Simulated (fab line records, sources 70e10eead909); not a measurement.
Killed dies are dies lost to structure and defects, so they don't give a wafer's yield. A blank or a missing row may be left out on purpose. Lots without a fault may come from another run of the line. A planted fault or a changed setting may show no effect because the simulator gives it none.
A struck lot beside a sound one | flow nand_harc | 42 steps out of a route of 1302
Sound: wafers L429.1, L429.2, L429.6. Struck: wafers L444.1, L444.2, L444.6. The cause comes at the end.
At each step with rows: each side's tool, then ch and its chambers, then its first start. Under that, the readings that differ: sound wafers | struck wafers | difference of the means | sigmas: that difference in standard deviations of wafers without a fault.
alike: readings whose means differ by less than 2 such deviations, and words and numbers that are the same on both sides. not compared: withheld readings, readings that some wafer has no value for, bounds like >300 that may hide the same value, and numbers for which the record gives no deviation and whose values overlap.
The two part at a step that has a row with sigmas, a row that says differs or no value, or rows on one side only. Numbers that don't overlap but have no deviation are shown without sigmas and don't part them. A reading that every wafer of one side lacks parts them only if that side has two wafers or more.

first, 5 steps without rows for these wafers: NHARC_A_CONTACT_ETCH_51 (etches the open film in O2/COS, target depth 7000 nm, time 1820 s); NHARC_A_CONTACT_ETCH_111 (etches the open film in C4F8/O2/Ar, time 140 s, target depth 700 nm); NHARC_A_CONTACT_ETCH_112 (etches the open film in C4F8/O2/Ar, time 190 s, target depth 1850 nm); NHARC_A_CONTACT_ETCH_113 (etches the open film in C4F8/O2/Ar, time 190 s, target depth 1850 nm); NHARC_A_CONTACT_ETCH_114 (etches the open film in C4F8/O2/Ar, time 190 s, target depth 1850 nm).
NHARC_A_CONTACT_ETCH_115: etches the open film in C4F8/O2/Ar, time 190 s, target depth 1850 nm.
  sound on har_cap_etch-03 ch 0,1, day 21 11:05; struck on har_cap_etch-01 ch 0,1, day 28 21:05
  alike: oes_air_line_au
  not compared: rf_hours_counter_h
then, 4 steps without rows for these wafers: NHARC_A_CONTACT_ETCH_116 (etches the open film in C4F8/O2/Ar, time 190 s, target depth 1850 nm); NHARC_A_CONTACT_ETCH_117 (etches the open film in C4F8/O2/Ar, time 190 s, target depth 1850 nm); NHARC_A_CONTACT_ETCH_118 (etches the open film in C4F8/O2/Ar, time 190 s, target depth 1850 nm); NHARC_A_CONTACT_ETCH_119 (etches the open film in C4F8/O2/Ar, time 190 s, target depth 1850 nm).
NHARC_A_CONTACT_ETCH_120: etches the open film in C4F8/O2/Ar, time 190 s, target depth 1850 nm.
  sound on har_cap_etch-03 ch 0,1, day 21 11:56; struck on har_cap_etch-01 ch 0,1, day 28 21:56
  alike: oes_air_line_au
  not compared: rf_hours_counter_h
then, 1 step without rows for these wafers: NHARC_A_CONTACT_ETCH_121 (etches the open film in C4F8/O2/Ar, time 190 s, target depth 1850 nm).
NHARC_A_CONTACT_ETCH_122: etches the open film in C4F8/O2/Ar, time 190 s, target depth 1850 nm.
  sound on har_cap_etch-03 ch 0,1, day 21 12:16; struck on har_cap_etch-01 ch 0,1, day 28 22:17
  alike: oes_air_line_au
  not compared: rf_hours_counter_h
then, 1 step without rows for these wafers: NHARC_A_CONTACT_ETCH_123 (etches the open film in C4F8/O2/Ar, time 490 s, target depth 2110 nm).
NHARC_A_CONTACT_ETCH_90: etches the open film in CH3F/O2, target depth 40 nm, time 85.7 s.
  sound on rie_diel-05 ch 0,2, day 21 13:25; struck on rie_diel-05 ch 0,2, day 28 23:28
  alike: drypump_motor_current_A, oes_product_au, rf_vpp_V, showerhead_plenum_p_Torr, throttle_valve_pct
  not compared: rf_hours_counter_h
NHARC_A_CONTACT_ETCH_96: etches the open film in C4F6/O2, target depth 20 nm, time 10 s.
  sound on rie_diel-05 ch 0,3; struck on rie_diel-05 ch 2,3
  alike: drypump_motor_current_A, oes_product_au, rf_vpp_V, showerhead_plenum_p_Torr, throttle_valve_pct
  not compared: rf_hours_counter_h
NHARC_A_CONTACT_CD_MEAS_53:
  sound on cd_sem-03, day 21 13:38; struck on cd_sem-03, day 28 23:41
  reading    | sound             | struck            | difference | sigmas
  cd_nm (nm) | 290.8 289.8 289.7 | 287.9 286.8 287.7 | -2.6       | -4
then, 18 steps without rows for these wafers: NHARC_A_CONTACT_STRIP_99 (strips in N2/H2); NHARC_A_CONTACT_STRIP_100 (strips in CF4/CHF3); NHARC_A_CONTACT_STRIP_101 (strips in O2/COS); NHARC_A_CONTACT_ETCH_102 (etches the open film in CF4/O2, target depth 100 nm, overetch 10 nm, time 55 s); NHARC_A_CONTACT_STRIP_55 (strips in O2); NHARC_A_CONTACT_STRIP_56 (strips in post etch residue remover, time 600 s); NHARC_A_CONTACT_DEP_57 (deposits aC, target thk 5300 nm); NHARC_A_CONTACT_DEP_58 (deposits SiON, target thk 90 nm); NHARC_A_CONTACT_DEHYDRATE_59 (time 120 s); NHARC_A_CONTACT_HMDS_60 (time 30 s); NHARC_A_CONTACT_COAT_61 (time 75 s); NHARC_A_CONTACT_COAT_62 (time 65 s); NHARC_A_CONTACT_COAT_63 (resist thk 90 nm); NHARC_A_CONTACT_SOFTBAKE_64 (time 55 s); NHARC_A_CONTACT_EBR_65; NHARC_A_CONTACT_EXPOSE_66 (exposes mask A CC 2); NHARC_A_CONTACT_PEB_67 (peb time 65 s); NHARC_A_CONTACT_DEVELOP_68 (develop time 35 s).
NHARC_A_CONTACT_CD_MEAS_69: target cd 300 nm.
  sound on cd_sem-03 ch 0, day 21 18:54; struck on cd_sem-03 ch 0, day 29 06:16
  alike: cd_nm
NHARC_A_CONTACT_OVL_MEAS_70:
  sound on overlay-01, day 21 18:59; struck on overlay-01, day 29 06:21
  alike: overlay_x_nm, overlay_y_nm
then, 2 steps without rows for these wafers: NHARC_A_CONTACT_DESCUM_74 (chemistry O2, time 3 s); NHARC_A_CONTACT_ETCH_75 (etches the open film in CF4, target depth 39 nm, time 65 s).
NHARC_A_CONTACT_ETCH_76: etches the open film in N2/H2, target depth 260 nm, time 475.3 s.
  sound on rie_diel-10 ch 1,2,3; struck on rie_diel-10 ch 1,2
  alike: drypump_motor_current_A, oes_product_au, rf_vpp_V, showerhead_plenum_p_Torr, throttle_valve_pct
  not compared: rf_hours_counter_h
then, 1 step without rows for these wafers: NHARC_A_CONTACT_ETCH_77 (etches the open film in CF4/CHF3, target depth 108.9 nm, time 54.5 s).
-- the record jumps here: 2 days lie between the struck wafers' starts before and after (it left off in module A_CONTACT and takes up again in module END, whose first step shown is number 1302 of the route) --
NHARC_END_SORT_01:
  the record has rows for the struck wafers here (prober-01 ch 0, day 31 17:27) and none for the sound ones

WHERE THEY PART
First at NHARC_A_CONTACT_CD_MEAS_53; last, within this record, at NHARC_END_SORT_01.

WHY: what the simulator had put in
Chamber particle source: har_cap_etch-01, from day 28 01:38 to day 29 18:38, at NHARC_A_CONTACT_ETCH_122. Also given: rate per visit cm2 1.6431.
